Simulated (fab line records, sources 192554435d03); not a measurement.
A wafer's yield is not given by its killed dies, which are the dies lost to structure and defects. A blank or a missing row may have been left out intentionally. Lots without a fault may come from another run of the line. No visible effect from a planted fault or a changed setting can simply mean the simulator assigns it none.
Split-lot experiment || flow n5_finfet || route with 1938 steps; 7 lots, 21 wafers read

ABOUT THE SPLIT
At N5_BEOL_M13_ILD_DEP_00 (deposits SiOC from DEMS/O2, target thk 837.92 nm, time 166.4 s), the setting time_s was moved away from the recipe's 166.4 s on 4 of the 21 wafers read, by -10.6% to +6.5%. All remaining wafers had this setting at the recipe value.

Between the split and the reading, the file records no step.

THE READING
M13_ILD_THK in nanometres, read at N5_BEOL_M13_THK_MEAS_01. Typical for fault-free wafers on this fab line: 837 nm, with standard deviation 9.4 nm.

{"wafer": "L077.2", "tool, chamber at the split": "pecvd-01, 0", "time_s as run, s": 166.4, "against the recipe": "recipe", "M13_ILD_THK, nm": 818, "against lot-mates on the recipe": "-"}
{"wafer": "L077.4", "tool, chamber at the split": "pecvd-01, 1", "time_s as run, s": 166.4, "against the recipe": "recipe", "M13_ILD_THK, nm": 837, "against lot-mates on the recipe": "-"}
{"wafer": "L077.5", "tool, chamber at the split": "pecvd-01, 0", "time_s as run, s": 148.8, "against the recipe": "-10.6%", "M13_ILD_THK, nm": 742, "against lot-mates on the recipe": -86}
{"wafer": "L079.2", "tool, chamber at the split": "pecvd-01, 0", "time_s as run, s": 166.4, "against the recipe": "recipe", "M13_ILD_THK, nm": 823, "against lot-mates on the recipe": "-"}
{"wafer": "L079.3", "tool, chamber at the split": "pecvd-01, 1", "time_s as run, s": 166.4, "against the recipe": "recipe", "M13_ILD_THK, nm": 837, "against lot-mates on the recipe": "-"}
{"wafer": "L079.6", "tool, chamber at the split": "pecvd-01, 0", "time_s as run, s": 173.2, "against the recipe": "+4.1%", "M13_ILD_THK, nm": 885, "against lot-mates on the recipe": "+55"}
{"wafer": "L078.1", "tool, chamber at the split": "pecvd-03, 0", "time_s as run, s": 166.4, "against the recipe": "recipe", "M13_ILD_THK, nm": 834, "against lot-mates on the recipe": "-"}
{"wafer": "L078.2", "tool, chamber at the split": "pecvd-03, 2", "time_s as run, s": 166.4, "against the recipe": "recipe", "M13_ILD_THK, nm": 840, "against lot-mates on the recipe": "-"}
{"wafer": "L078.3", "tool, chamber at the split": "pecvd-03, 1", "time_s as run, s": 166.4, "against the recipe": "recipe", "M13_ILD_THK, nm": 834, "against lot-mates on the recipe": "-"}
{"wafer": "L081.3", "tool, chamber at the split": "pecvd-03, 0", "time_s as run, s": 166.4, "against the recipe": "recipe", "M13_ILD_THK, nm": 833, "against lot-mates on the recipe": "-"}
{"wafer": "L081.5", "tool, chamber at the split": "pecvd-03, 0", "time_s as run, s": 153, "against the recipe": "-8.1%", "M13_ILD_THK, nm": 773, "against lot-mates on the recipe": -62}
{"wafer": "L081.6", "tool, chamber at the split": "pecvd-03, 1", "time_s as run, s": 166.4, "against the recipe": "recipe", "M13_ILD_THK, nm": 837, "against lot-mates on the recipe": "-"}
{"wafer": "L093.1", "tool, chamber at the split": "pecvd-01, 2", "time_s as run, s": 177.2, "against the recipe": "+6.5%", "M13_ILD_THK, nm": 888, "against lot-mates on the recipe": "+44"}
{"wafer": "L093.3", "tool, chamber at the split": "pecvd-01, 1", "time_s as run, s": 166.4, "against the recipe": "recipe", "M13_ILD_THK, nm": 834, "against lot-mates on the recipe": "-"}
{"wafer": "L093.5", "tool, chamber at the split": "pecvd-01, 0", "time_s as run, s": 166.4, "against the recipe": "recipe", "M13_ILD_THK, nm": 855, "against lot-mates on the recipe": "-"}
{"wafer": "L096.1", "tool, chamber at the split": "pecvd-04, 0", "time_s as run, s": 166.4, "against the recipe": "recipe", "M13_ILD_THK, nm": 839, "against lot-mates on the recipe": "-"}
{"wafer": "L096.2", "tool, chamber at the split": "pecvd-04, 2", "time_s as run, s": 166.4, "against the recipe": "recipe", "M13_ILD_THK, nm": 835, "against lot-mates on the recipe": "-"}
{"wafer": "L096.5", "tool, chamber at the split": "pecvd-04, 2", "time_s as run, s": 166.4, "against the recipe": "recipe", "M13_ILD_THK, nm": 847, "against lot-mates on the recipe": "-"}
{"wafer": "L095.1", "tool, chamber at the split": "pecvd-04, 2", "time_s as run, s": 166.4, "against the recipe": "recipe", "M13_ILD_THK, nm": 828, "against lot-mates on the recipe": "-"}
{"wafer": "L095.2", "tool, chamber at the split": "pecvd-04, 1", "time_s as run, s": 166.4, "against the recipe": "recipe", "M13_ILD_THK, nm": 821, "against lot-mates on the recipe": "-"}
{"wafer": "L095.5", "tool, chamber at the split": "pecvd-04, 2", "time_s as run, s": 166.4, "against the recipe": "recipe", "M13_ILD_THK, nm": 849, "against lot-mates on the recipe": "-"}

FIT RESULTS
A straight line over all 21 wafers: M13_ILD_THK changes by +8.66 nm for each +1% of time_s; r = +0.95; the points scatter about the line by 9.6 nm.
The same after taking each lot's own level away (the mean of its wafers on the recipe; 21 wafers): +8.14 nm for each +1%; r = +0.95; scatter 9.1 nm.
That fit puts the effect of the largest move of time_s on the reading at 86 nm.
The span of the lots' own levels, 827.5 to 844.5 nm, comes to 1.8 times the standard deviation stated above.
The two slopes agree, so the slope changes little with the lot-to-lot level.
Check: for one of the wafers moved furthest among these (-10.6%), held out of the fit, the line's prediction against its lot-mates is -85.1 nm. Against them it came out at -85.5 nm.

OTHER SPLITS ON THESE WAFERS
These wafers also went through other splits before the reading. Each is held against what the fit with the lots' levels taken away leaves over:
{"other split on the same wafers": "N5_BEOL_M12_TRENCH_ETCH_34 time_s", "wafers away from the commonest value": 6, "r with M13_ILD_THK (lot level and that fit taken away)": -0.01}
{"other split on the same wafers": "N5_BEOL_M12_SPUTTER_43 power_w", "wafers away from the commonest value": 11, "r with M13_ILD_THK (lot level and that fit taken away)": -0.01}

THE WHOLE CHAIN: every reading that the file lists as answering this split, in the file's order
{"step": "N5_BEOL_M13_ILD_DEP_00", "what it does": "deposits SiOC from DEMS/O2, target thk 837.92 nm, time 166.4 s", "reading": "SiOC_of_BEOL_M13_ILD_DEP_00.thk_nm (the simulator's own value, which no gauge read)", "change (the file's fit)": "+8.11 nm for each +1% of the setting", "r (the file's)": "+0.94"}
{"step": "N5_BEOL_M13_THK_MEAS_01", "what it does": "", "reading": "M13_ILD_THK", "change (the file's fit)": "+8.13 for each +1% of the setting", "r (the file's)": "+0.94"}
{"step": "N5_BEOL_M13_VIA_ETCH_16", "what it does": "etches SiOC in C4F8/O2/Ar, target depth 921.7 nm", "reading": "etch.depth_nm (the simulator's own value, which no gauge read)", "change (the file's fit)": "+8.12 nm for each +1% of the setting", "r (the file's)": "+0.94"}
{"step": "N5_BEOL_M13_VIA_ETCH_16", "what it does": "etches SiOC in C4F8/O2/Ar, target depth 921.7 nm", "reading": "coat_of_BEOL_M13_COAT_04.thk_nm (the simulator's own value, which no gauge read)", "change (the file's fit)": "-2.02 nm for each +1% of the setting", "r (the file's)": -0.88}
{"step": "N5_BEOL_M13_STRIP_63", "what it does": "strips in N2/H2", "reading": "strip_time_to_endpoint_s", "change (the file's fit)": "withheld for each +1% of the setting", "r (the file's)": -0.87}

FILE'S OWN FIT
M13_ILD_THK changes by +8.13 nm for each +1% of time_s, r = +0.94.
